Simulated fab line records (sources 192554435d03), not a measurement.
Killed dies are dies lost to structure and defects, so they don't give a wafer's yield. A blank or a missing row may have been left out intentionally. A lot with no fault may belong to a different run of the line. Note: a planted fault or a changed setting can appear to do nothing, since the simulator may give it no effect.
fab line records | flow n5-finfet
record: lots: 15 | wafers: 43 | last-day: 18
route steps=1938 shown BEOL_M4@1085 BEOL_M5@1113
lots untouched by any fault: they come from a run of this same line in which no faults occurred
start-h: the number of hours between the record's first day and the start of the first shown wafer of the lot | wait-h: time in hours since the lot's previous step | " same as the row above | L1.1+2: a row that stands for several wafers | - either no value or no given start | * or withheld: withheld | < > ~ a bound
route shown NAME@n: names a module that has steps shown in the file, with the first one's number in the route | usual: average and standard deviation across the fault-free wafers | same: alike in all rows | chamber/n: place in a boat | sites: each site's reading | _std_site: the standard deviation of these | _edge_site: outer sites' mean less inner sites' | radius-mm: how far each site lies from the wafer's centre | mask NAME#n: copy n | behind: the tool/chamber that last shaped the wafer | hold: why the lot went on hold/how many hours it stayed there/how the hold came to an end | device: which transistor (n, p or np) failed to switch | end of line: the route-end tests of the same wafers | step lacking rows: just its recipe | killed: count of dies lost to structure and defects at first sort (not the wafer's yield) | map: shows each die of a wafer: x if killed, . if not, _ if none is there
set.NAME: the setting as run; set.NAME@STEP: as run at that earlier step | model.NAME: the simulator's own value behind a step, which no gauge read
a sample of lots followed through the steps of the route, with each step as a table and each wafer as a row
services: when a tool's chamber went out of use (start-h, in hours from the record's first day, below 0 if earlier), for how many hours, and the reason
== steps ==
step: N5_BEOL_M4_ANNEAL_49
recipe: temp-c: 400 | time-s: 240 | ambient: vacuum
usual: heater-power-w: 819/79
lot.wafer | tool           | chamber | start-h | wait-h | heater-power-w
L421.1    | pvd-sputter-01 | -       | 176.39  | 0.0    | 754
L421.4    | "              | -       | "       | "      | 791
L421.5    | "              | -       | "       | "      | 794
L422.3    | pvd-sputter-03 | -       | 179.84  | 0.0    | 768
L422.4    | "              | -       | "       | "      | 780
L422.6    | "              | -       | "       | "      | 761
L423.2    | pvd-sputter-02 | -       | 197.42  | 0.0    | 896
L423.3    | "              | -       | "       | "      | 732
L423.5    | "              | -       | "       | "      | 915
L424.2    | pvd-sputter-01 | -       | 201.84  | 0.0    | 769
L424.3    | "              | -       | "       | "      | 745
L424.5    | "              | -       | "       | "      | 764
L427.2    | pvd-sputter-03 | -       | 207.40  | 0.0    | 782
L427.3    | "              | -       | "       | "      | 885
L427.5    | "              | -       | "       | "      | 801
L433.2    | pvd-sputter-03 | -       | 251.34  | 0.0    | 869
L433.4    | "              | -       | "       | "      | 799
L433.5    | "              | -       | "       | "      | 872
L434.2    | pvd-sputter-02 | -       | 254.16  | 0.0    | 721
L434.3    | "              | -       | "       | "      | 860
L434.6    | "              | -       | "       | "      | 786
L435.1    | pvd-sputter-03 | -       | 262.54  | 0.0    | 877
L435.3    | "              | -       | "       | "      | 790
L435.4    | "              | -       | "       | "      | 780
L439.1    | pvd-sputter-03 | -       | 277.74  | 0.0    | 883
L439.4    | "              | -       | "       | "      | 808
L438.2    | pvd-sputter-03 | -       | 279.58  | 0.0    | 765
L438.4    | "              | -       | "       | "      | 872
L438.5    | "              | -       | "       | "      | 892
L440.2    | pvd-sputter-02 | -       | 282.53  | 0.0    | 798
L440.6    | "              | -       | "       | "      | 708
L441.2    | pvd-sputter-01 | -       | 285.31  | 0.0    | 741
L441.3    | "              | -       | "       | "      | 1021
L441.6    | "              | -       | "       | "      | 1004
L442.1    | pvd-sputter-03 | -       | 306.52  | 0.0    | 868
L442.3    | "              | -       | "       | "      | 772
L442.5    | "              | -       | "       | "      | 892
L443.1    | pvd-sputter-01 | -       | 306.72  | 0.0    | 1016
L443.2    | "              | -       | "       | "      | 812
L443.5    | "              | -       | "       | "      | 763
L444.1    | pvd-sputter-01 | -       | 309.66  | 0.0    | 995
L444.2    | "              | -       | "       | "      | 788
L444.4    | "              | -       | "       | "      | 754
step: N5_BEOL_M4_ANNEAL_89
recipe: temp-c: 400 | time-s: 240 | ambient: vacuum
usual: heater-power-w: 820/80
lot.wafer | tool           | chamber | start-h | wait-h | heater-power-w
L421.1    | pvd-sputter-01 | -       | 177.27  | 0.0    | 760
L421.4    | "              | -       | "       | "      | 796
L421.5    | "              | -       | "       | "      | 798
L422.3    | pvd-sputter-03 | -       | 180.72  | 0.0    | 785
L422.4    | "              | -       | "       | "      | 777
L422.6    | "              | -       | "       | "      | 756
L423.2    | pvd-sputter-02 | -       | 198.30  | 0.0    | 902
L423.3    | "              | -       | "       | "      | 719
L423.5    | "              | -       | "       | "      | 900
L424.2    | pvd-sputter-01 | -       | 202.72  | 0.0    | 765
L424.3    | "              | -       | "       | "      | 756
L424.5    | "              | -       | "       | "      | 752
L427.2    | pvd-sputter-03 | -       | 208.28  | 0.0    | 801
L427.3    | "              | -       | "       | "      | 867
L427.5    | "              | -       | "       | "      | 797
L433.2    | pvd-sputter-03 | -       | 252.22  | 0.0    | 874
L433.4    | "              | -       | "       | "      | 805
L433.5    | "              | -       | "       | "      | 884
L434.2    | pvd-sputter-02 | -       | 255.04  | 0.0    | 707
L434.3    | "              | -       | "       | "      | 920
L434.6    | "              | -       | "       | "      | 785
L435.1    | pvd-sputter-03 | -       | 263.42  | 0.0    | 859
L435.3    | "              | -       | "       | "      | 760
L435.4    | "              | -       | "       | "      | 780
L439.1    | pvd-sputter-03 | -       | 278.62  | 0.0    | 868
L439.4    | "              | -       | "       | "      | 796
L438.2    | pvd-sputter-03 | -       | 280.46  | 0.0    | 770
L438.4    | "              | -       | "       | "      | 888
L438.5    | "              | -       | "       | "      | 875
L440.2    | pvd-sputter-02 | -       | 283.41  | 0.0    | 780
L440.6    | "              | -       | "       | "      | 709
L441.2    | pvd-sputter-01 | -       | 286.19  | 0.0    | 755
L441.3    | "              | -       | "       | "      | 1027
L441.6    | "              | -       | "       | "      | 1017
L442.1    | pvd-sputter-03 | -       | 307.40  | 0.0    | 881
L442.3    | "              | -       | "       | "      | 785
L442.5    | "              | -       | "       | "      | 877
L443.1    | pvd-sputter-01 | -       | 307.60  | 0.0    | 1018
L443.2    | "              | -       | "       | "      | 814
L443.5    | "              | -       | "       | "      | 778
L444.1    | pvd-sputter-01 | -       | 310.54  | 0.0    | 1025
L444.2    | "              | -       | "       | "      | 810
L444.4    | "              | -       | "       | "      | 741
step: N5_BEOL_M5_CURE_79
recipe: temp-c: 385 | time-s: 240 | ambient: He/Ar | material: SiCOH_lowk
usual: lamp-power-pct: 52.31/0.052 | wafer_temp_C_max: 386.8/0.63
lot.wafer | tool       | chamber | start-h | wait-h | lamp-power-pct | wafer_temp_C_max
L421.1    | uv-cure-02 | 0       | 180.79  | 0.0    | 52.28          | 386.8
L421.4    | "          | 0       | "       | "      | 52.38          | 386.1
L421.5    | "          | 0       | "       | "      | 52.40          | 386.5
L422.3    | uv-cure-02 | 2       | 184.02  | 0.4    | 52.35          | 387.0
L422.4    | "          | 2       | "       | "      | 52.34          | 387.8
L422.6    | "          | 2       | "       | "      | 52.29          | 387.2
L423.2    | uv-cure-03 | 1       | 201.43  | 0.2    | 52.20          | 386.6
L423.3    | "          | 1       | "       | "      | 52.33          | 386.4
L423.5    | "          | 1       | "       | "      | 52.33          | 386.8
L424.2    | uv-cure-02 | 1       | 207.00  | 0.4    | 52.36          | 387.6
L424.3    | "          | 1       | "       | "      | 52.31          | 388.0
L424.5    | "          | 1       | "       | "      | 52.40          | 387.4
L427.2    | uv-cure-01 | 0       | 211.33  | 0.1    | 52.26          | 386.5
L427.3    | "          | 0       | "       | "      | 52.30          | 385.8
L427.5    | "          | 0       | "       | "      | 52.37          | 386.3
L433.2    | uv-cure-02 | 1       | 255.26  | 0.1    | 52.36          | 386.8
L433.4    | "          | 1       | "       | "      | 52.34          | 387.3
L433.5    | "          | 1       | "       | "      | 52.35          | 386.9
L434.2    | uv-cure-01 | 1       | 258.32  | 0.1    | 52.36          | 387.9
L434.3    | "          | 1       | "       | "      | 52.26          | 387.4
L434.6    | "          | 1       | "       | "      | 52.31          | 387.3
L435.1    | uv-cure-01 | 1       | 266.39  | 0.0    | 52.27          | 387.2
L435.3    | "          | 1       | "       | "      | 52.29          | 387.8
L435.4    | "          | 1       | "       | "      | 52.36          | 387.3
L439.1    | uv-cure-02 | 0       | 281.59  | 0.0    | 52.34          | 386.1
L439.4    | "          | 0       | "       | "      | 52.32          | 386.2
L438.2    | uv-cure-01 | 0       | 283.57  | 0.1    | 52.21          | 386.0
L438.4    | "          | 0       | "       | "      | 52.29          | 386.2
L438.5    | "          | 0       | "       | "      | 52.33          | 386.7
L440.2    | uv-cure-01 | 0       | 286.55  | 0.3    | 52.33          | 386.4
L440.6    | "          | 0       | "       | "      | 52.29          | 386.4
L441.2    | uv-cure-02 | 1       | 289.19  | 0.1    | 52.28          | 387.0
L441.3    | "          | 1       | "       | "      | 52.38          | 387.1
L441.6    | "          | 1       | "       | "      | 52.35          | 387.2
L442.1    | uv-cure-03 | 1       | 310.32  | 0.0    | 52.30          | 386.8
L442.3    | "          | 1       | "       | "      | 52.30          | 386.4
L442.5    | "          | 1       | "       | "      | 52.36          | 386.4
L443.1    | uv-cure-01 | 2       | 310.64  | 0.0    | 52.28          | 386.6
L443.2    | "          | 2       | "       | "      | 52.34          | 387.0
L443.5    | "          | 2       | "       | "      | 52.29          | 386.2
L444.1    | uv-cure-03 | 2       | 313.48  | 0.0    | 52.30          | 387.8
L444.2    | "          | 2       | "       | "      | 52.37          | 387.4
L444.4    | "          | 2       | "       | "      | 52.26          | 388.0
step: N5_BEOL_M5_HM_DEP_02
recipe: material: TiN | target-thk-a: 200 | temp-c: 25 | chamber-pressure-pa: 0.49996
usual: chamber-pressure-pa: 0.5000/0.00091 | substrate-temp-c: 24.97/0.11 | throttle-valve-pct: 30.0/0.83
lot.wafer | tool           | chamber | start-h | wait-h | chamber-pressure-pa | substrate-temp-c | throttle-valve-pct
L421.1    | pvd-sputter-03 | -       | 182.30  | 0.9    | 0.5016              | 25.01            | 30.4
L421.4    | "              | -       | "       | "      | 0.4968              | 24.77            | 30.3
L421.5    | "              | -       | "       | "      | 0.5006              | 25.06            | 30.0
L422.3    | pvd-sputter-01 | -       | 186.27  | 1.8    | 0.4992              | 24.95            | 28.7
L422.4    | "              | -       | "       | "      | 0.5002              | 25.00            | 30.4
L422.6    | "              | -       | "       | "      | 0.5013              | 25.04            | 31.2
L423.2    | pvd-sputter-02 | -       | 203.84  | 1.5    | 0.4990              | 25.05            | 29.5
L423.3    | "              | -       | "       | "      | 0.4993              | 24.99            | 28.7
L423.5    | "              | -       | "       | "      | 0.4999              | 24.95            | 29.9
L424.2    | pvd-sputter-01 | -       | 209.52  | 2.0    | 0.4990              | 24.92            | 29.0
L424.3    | "              | -       | "       | "      | 0.5003              | 25.07            | 31.1
L424.5    | "              | -       | "       | "      | 0.4997              | 24.89            | 31.2
L427.2    | pvd-sputter-02 | -       | 212.37  | 0.5    | 0.4991              | 25.03            | 28.5
L427.3    | "              | -       | "       | "      | 0.5001              | 24.96            | 31.4
L427.5    | "              | -       | "       | "      | 0.4991              | 24.98            | 31.1
L433.2    | pvd-sputter-03 | -       | 258.12  | 2.4    | -                   | -                | -
L433.4    | "              | -       | "       | "      | -                   | -                | -
L433.5    | "              | -       | "       | "      | -                   | -                | -
L434.2    | pvd-sputter-01 | -       | 259.01  | 0.2    | -                   | -                | -
L434.3    | "              | -       | "       | "      | -                   | -                | -
L434.6    | "              | -       | "       | "      | -                   | -                | -
L435.1    | pvd-sputter-02 | -       | 267.64  | 0.7    | -                   | -                | -
L435.3    | "              | -       | "       | "      | -                   | -                | -
L435.4    | "              | -       | "       | "      | -                   | -                | -
L439.1    | pvd-sputter-01 | -       | 284.95  | 2.3    | 0.5015              | 25.02            | 31.3
L439.4    | "              | -       | "       | "      | 0.5003              | 24.80            | 30.2
L438.2    | pvd-sputter-03 | -       | 286.19  | 2.1    | 0.5012              | 24.86            | 30.2
L438.4    | "              | -       | "       | "      | 0.5000              | 25.04            | 30.4
L438.5    | "              | -       | "       | "      | 0.4993              | 24.79            | 30.0
L440.2    | pvd-sputter-01 | -       | 287.55  | 0.5    | 0.4999              | 25.10            | 30.0
L440.6    | "              | -       | "       | "      | 0.4991              | 25.03            | 29.7
L441.2    | pvd-sputter-03 | -       | 290.91  | 1.2    | 0.4990              | 25.16            | 30.5
L441.3    | "              | -       | "       | "      | 0.4995              | 25.11            | 30.1
L441.6    | "              | -       | "       | "      | 0.4990              | 24.81            | 30.8
L443.1    | pvd-sputter-03 | -       | 311.62  | 0.4    | 0.5005              | 24.94            | 30.3
L443.2    | "              | -       | "       | "      | 0.4993              | 24.83            | 29.9
L443.5    | "              | -       | "       | "      | 0.5002              | 24.82            | 29.6
L442.1    | pvd-sputter-03 | -       | 311.82  | 0.5    | 0.4997              | 24.65            | 30.3
L442.3    | "              | -       | "       | "      | 0.5002              | 24.89            | 29.9
L442.5    | "              | -       | "       | "      | 0.5003              | 24.76            | 30.1
L444.1    | pvd-sputter-02 | -       | 314.76  | 0.2    | 0.5008              | 25.14            | 28.6
L444.2    | "              | -       | "       | "      | 0.4990              | 24.80            | 31.4
L444.4    | "              | -       | "       | "      | 0.5002              | 24.87            | 29.0
step: N5_BEOL_M5_HM_OPEN_17
recipe: chemistry: Cl2/BCl3 | target-depth-a: 200 | overetch-a: 60 | target: TiN | mask-material: SOC | ion-energy-ev: 150 | pressure-mtorr: 10 | icp-w: 1000 | bias-w: 126 | Cl2_flow_sccm: 53.25 | bcl3-flow-sccm: 21.75 | Ar_flow_sccm: 25
usual: bias-w: 126.0/0.33 | drypump-motor-current-A: 5.6/0.44 | oes_ar_750_au: 0.78/0.097 | oes-product-au: 0.67/0.079 | throttle-valve-pct: 22.01/0.26
lot.wafer | tool         | chamber | start-h | wait-h | bias-w | drypump-motor-current-A | oes_ar_750_au | oes-product-au | rf-hours-counter-h | throttle-valve-pct
L421.1    | rie-metal-02 | 0       | 183.20  | 0.0    | 126.0  | 5.5                     | 0.82          | 0.70           | 29                 | 22.50
L421.4    | "            | 1       | "       | "      | 125.9  | 6.6                     | 1.00          | 0.85           | -                  | 21.93
L421.5    | "            | 0       | "       | "      | 126.4  | 5.5                     | 0.82          | 0.71           | -                  | 22.50
L422.3    | rie-metal-01 | 0       | 187.19  | 0.1    | 126.5  | 5.0                     | 0.83          | 0.76           | -                  | 22.14
L422.4    | "            | 1       | "       | "      | 125.1  | 5.7                     | 0.91          | 0.77           | -                  | 21.93
L422.6    | "            | 1       | "       | "      | 126.0  | 5.7                     | 0.91          | 0.77           | -                  | 21.92
L423.2    | rie-metal-02 | 0       | 204.73  | 0.0    | 125.5  | 5.6                     | 0.81          | 0.70           | 31                 | 22.52
L423.3    | "            | 0       | "       | "      | 126.0  | 5.6                     | 0.81          | 0.70           | -                  | 22.49
L423.5    | "            | 1       | "       | "      | 125.9  | 6.6                     | 0.95          | 0.82           | -                  | 21.95
L424.2    | rie-metal-01 | 0       | 210.40  | 0.0    | 125.7  | 5.0                     | 0.82          | 0.75           | 9                  | 22.15
L424.3    | "            | 0       | "       | "      | 126.1  | 5.0                     | 0.82          | 0.77           | -                  | 22.13
L424.5    | "            | 1       | "       | "      | 125.9  | 5.7                     | 0.89          | 0.77           | -                  | 21.93
L427.2    | rie-metal-03 | 1       | 213.50  | 0.0    | 125.2  | 5.6                     | 0.69          | 0.61           | 67                 | 21.66
L427.3    | "            | 0       | "       | "      | 125.7  | 5.3                     | 0.69          | 0.60           | -                  | 22.00
L427.5    | "            | 0       | "       | "      | 125.7  | 5.3                     | 0.69          | 0.59           | -                  | 22.01
L433.2    | rie-metal-03 | 0       | 259.03  | 0.0    | 125.9  | 5.3                     | 0.68          | 0.26           | 77                 | 22.65
L433.4    | "            | 0       | "       | "      | 125.7  | 5.3                     | 0.68          | 0.25           | -                  | 22.64
L433.5    | "            | 0       | "       | "      | 126.0  | 5.3                     | 0.69          | 0.26           | -                  | 22.64
L434.2    | rie-metal-03 | 0       | 259.90  | 0.0    | 126.2  | 5.3                     | 0.69          | 0.26           | 77                 | 22.64
L434.3    | "            | 1       | "       | "      | 125.9  | 5.6                     | 0.68          | 0.27           | -                  | 22.32
L434.6    | "            | 0       | "       | "      | 126.4  | 5.3                     | 0.68          | 0.26           | -                  | 22.66
L435.1    | rie-metal-02 | 1       | 268.52  | 0.0    | 125.8  | 6.5                     | 0.92          | 0.34           | 8                  | 22.61
L435.3    | "            | 0       | "       | "      | 126.4  | 5.6                     | 0.80          | 0.30           | -                  | 23.18
L435.4    | "            | 1       | "       | "      | 125.7  | 6.5                     | 0.92          | 0.35           | -                  | 22.60
L439.1    | rie-metal-02 | 1       | 285.71  | 0.0    | 126.1  | 6.5                     | 0.90          | 0.78           | 9                  | 21.92
L439.4    | "            | 1       | "       | "      | 125.6  | 6.5                     | 0.90          | 0.79           | -                  | 21.95
L438.2    | rie-metal-01 | 0       | 287.11  | 0.0    | 125.9  | 5.0                     | 0.80          | 0.73           | 16                 | 22.16
L438.4    | "            | 0       | "       | "      | 126.3  | 5.0                     | 0.79          | 0.72           | -                  | 22.16
L438.5    | "            | 0       | "       | "      | 126.3  | 5.0                     | 0.79          | 0.72           | -                  | 22.16
L440.2    | rie-metal-03 | 0       | 288.43  | 0.0    | 125.8  | 5.3                     | 0.68          | 0.58           | 80                 | 22.02
L440.6    | "            | 0       | "       | "      | 126.2  | 5.3                     | 0.67          | 0.57           | -                  | 22.01
L441.2    | rie-metal-03 | 1       | 291.80  | 0.0    | 125.9  | 5.6                     | 0.68          | 0.60           | 75                 | 21.70
L441.3    | "            | 0       | "       | "      | 126.2  | 5.3                     | 0.68          | 0.58           | -                  | 22.02
L441.6    | "            | 1       | "       | "      | 126.4  | 5.6                     | 0.67          | 0.60           | -                  | 21.69
L443.1    | rie-metal-01 | 0       | 312.39  | 0.0    | 125.3  | 5.0                     | 0.78          | 0.70           | 19                 | 22.18
L443.2    | "            | 1       | "       | "      | 126.2  | 5.7                     | 0.85          | 0.72           | 22                 | 21.97
L443.5    | "            | 0       | "       | "      | 126.1  | 5.0                     | 0.77          | 0.71           | -                  | 22.18
L442.1    | rie-metal-01 | 0       | 312.59  | 0.0    | 126.3  | 5.0                     | 0.78          | 0.71           | 19                 | 22.18
L442.3    | "            | 0       | "       | "      | 125.5  | 5.0                     | 0.77          | 0.71           | -                  | 22.15
L442.5    | "            | 1       | "       | "      | 126.0  | 5.7                     | 0.86          | 0.72           | -                  | 21.97
L444.1    | rie-metal-01 | 0       | 317.49  | 0.0    | 125.5  | 5.0                     | 0.78          | 0.72           | 20                 | 22.17
L444.2    | "            | 1       | "       | "      | 125.9  | 5.7                     | 0.85          | 0.72           | 23                 | 21.95
L444.4    | "            | 0       | "       | "      | 126.0  | 5.0                     | 0.78          | 0.72           | -                  | 22.17
step: N5_BEOL_M5_CD_MEAS_18
recipe: pitch-nm: 56 | target-cd-nm: 28
usual: cd-nm: 28.1/0.43
lot.wafer | tool      | chamber | start-h | wait-h | cd-nm
L421.1    | cd-sem-02 | -       | 183.43  | 0.0    | 27.5
L421.4    | "         | -       | "       | "      | 28.2
L421.5    | "         | -       | "       | "      | 27.7
L422.3    | cd-sem-01 | -       | 187.35  | 0.1    | 28.3
L422.4    | "         | -       | "       | "      | 28.5
L422.6    | "         | -       | "       | "      | 28.5
L423.2    | cd-sem-02 | -       | 204.91  | 0.1    | 28.2
L423.3    | "         | -       | "       | "      | 28.8
L423.5    | "         | -       | "       | "      | 27.7
L424.2    | cd-sem-03 | -       | 210.59  | 0.1    | 28.4
L424.3    | "         | -       | "       | "      | 29.1
L424.5    | "         | -       | "       | "      | 28.5
L427.2    | cd-sem-01 | -       | 213.68  | 0.1    | 27.6
L427.3    | "         | -       | "       | "      | 27.8
L427.5    | "         | -       | "       | "      | 28.9
L433.2    | cd-sem-02 | -       | 259.22  | 0.1    | -
L433.4    | "         | -       | "       | "      | -
L433.5    | "         | -       | "       | "      | -
L434.2    | cd-sem-02 | -       | 260.08  | 0.1    | -
L434.3    | "         | -       | "       | "      | -
L434.6    | "         | -       | "       | "      | -
L435.1    | cd-sem-02 | -       | 268.71  | 0.0    | -
L435.3    | "         | -       | "       | "      | -
L435.4    | "         | -       | "       | "      | -
L439.1    | cd-sem-02 | -       | 286.02  | 0.0    | 28.2
L439.4    | "         | -       | "       | "      | 28.1
L438.2    | cd-sem-01 | -       | 287.29  | 0.1    | 27.8
L438.4    | "         | -       | "       | "      | 28.4
L438.5    | "         | -       | "       | "      | 27.9
L440.2    | cd-sem-02 | -       | 288.62  | 0.1    | 27.6
L440.6    | "         | -       | "       | "      | 27.4
L441.2    | cd-sem-02 | -       | 291.98  | 0.1    | 28.4
L441.3    | "         | -       | "       | "      | 28.4
L441.6    | "         | -       | "       | "      | 28.1
L443.1    | cd-sem-03 | -       | 312.74  | 0.0    | 28.2
L443.2    | "         | -       | "       | "      | 27.6
L443.5    | "         | -       | "       | "      | 28.6
L442.1    | cd-sem-03 | -       | 312.79  | 0.1    | 28.3
L442.3    | "         | -       | "       | "      | 28.8
L442.5    | "         | -       | "       | "      | 28.6
L444.1    | cd-sem-01 | -       | 317.88  | 0.0    | 28.2
L444.2    | "         | -       | "       | "      | 27.8
L444.4    | "         | -       | "       | "      | 28.1
== services ==
tool         | chamber | start-h | hours | kind
uv-cure-01   | -       | 158.30  | 1.0   | pm
rie-metal-02 | -       | 198.86  | 2.8   | pm
uv-cure-01   | -       | 201.18  | 7.5   | pm
uv-cure-02   | -       | 211.34  | 5.0   | pm
uv-cure-02   | -       | 216.34  | 7.5   | pm
uv-cure-02   | -       | 228.90  | 3.4   | pm
uv-cure-02   | -       | 233.65  | 6.0   | pm
uv-cure-03   | -       | 265.82  | 1.0   | pm
uv-cure-02   | -       | 272.40  | 7.0   | repair
rie-metal-03 | -       | 272.79  | 0.3   | repair
rie-metal-02 | -       | 297.91  | 1.1   | repair
== key ==
first-sign: step: N5_BEOL_M5_HM_DEP_02 | reading: tool-record | direction: missing
effect: step: N5_BEOL_M5_HM_OPEN_17 | reading: oes-product-au | direction: down | sigmas: 5 | usual: 0.67 | struck: 0.28
effect: step: N5_BEOL_M5_CD_MEAS_18 | reading: cd-nm | direction: missing
met-at N5_BEOL_M5_HM_DEP_02
struck-lots L433,L434,L435
later-rows-left-out L433.2,L433.4,L433.5,L434.2,L434.3,L434.6,L435.1,L435.3,L435.4
sort-left-out L433.2,L433.4,L433.5,L434.2,L434.3,L434.6,L435.1,L435.3,L435.4
not-acting-at N5_BEOL_M4_ANNEAL_49,N5_BEOL_M4_ANNEAL_89,N5_BEOL_M5_CURE_79
onset-between 212.37 258.12
fault: kind: skipped-step-whole | tool: pvd-sputter-01,pvd-sputter-02,pvd-sputter-03 | chamber: - | onset-h: 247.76 | steps: N5_BEOL_M5_HM_DEP_02 | scope: struck-lots-only
sort-left-out: the simulated sort isn't trusted on such a fault, so these wafers' sort isn't shown, and their yield isn't known
later-rows-left-out: the simulator's readings of these wafers behind a module that went badly wrong aren't trusted and aren't shown, but for the sort
